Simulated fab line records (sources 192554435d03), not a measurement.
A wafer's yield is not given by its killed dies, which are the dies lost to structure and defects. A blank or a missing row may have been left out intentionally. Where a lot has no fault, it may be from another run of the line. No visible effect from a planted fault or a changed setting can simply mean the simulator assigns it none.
Matching of chambers / flow n5Finfet / N5_BEOL_M9_VIA_ETCH_34 on rieDiel-06: 4 sister chambers
The step etches SiCOH lowk in C4F6/O2, target depth 182.4 nm, time 68.4 s. 4 wafers are shown with their chamber, then 8 later ones without.

== WAFERS, EACH WITH ITS CHAMBER ==
wafer=L079.1; chamber=2; drypumpMotorCurrentA (A)=6.05
wafer=L079.4; chamber=3; drypumpMotorCurrentA (A)=5.77
wafer=L083.6; chamber=0; drypumpMotorCurrentA (A)=5.80
wafer=L092.2; chamber=1; drypumpMotorCurrentA (A)=6.51

== WAFERS MISSING THEIR CHAMBER ==
wafer=L092.3; drypumpMotorCurrentA (A)=6.03
wafer=L092.5; drypumpMotorCurrentA (A)=6.51
wafer=L093.3; drypumpMotorCurrentA (A)=6.02
wafer=L093.5; drypumpMotorCurrentA (A)=6.50
wafer=L093.6; drypumpMotorCurrentA (A)=5.80
wafer=L097.1; drypumpMotorCurrentA (A)=5.80
wafer=L097.2; drypumpMotorCurrentA (A)=5.80
wafer=L097.6; drypumpMotorCurrentA (A)=5.80

== CHAMBER TAKEN BY EACH ==
wafer=L092.3; from the rows above=2; in truth=2
wafer=L092.5; from the rows above=1; in truth=1
wafer=L093.3; from the rows above=2; in truth=2
wafer=L093.5; from the rows above=1; in truth=1
wafer=L093.6; from the rows above=0; in truth=0
wafer=L097.1; from the rows above=0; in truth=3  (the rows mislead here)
wafer=L097.2; from the rows above=0; in truth=0
wafer=L097.6; from the rows above=0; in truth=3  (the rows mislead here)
Placed correctly: 6 of 8. Not placeable from these rows: 0. 2 placed wrongly.
How it was worked out, from the rows above alone: a wafer's distance from a chamber is the root of the sum, over the readings, of the square of ((its reading less the chamber's mean) divided by the reading's scatter). The wafer belongs to the nearest chamber; if the next one is less than 2 further off, it can't be placed. The mean given for a chamber averages the wafers shown for that chamber. The scatter (one wafer shown for each chamber): square how far every hidden wafer sits from the nearest shown wafer, average those squares and take the square root.
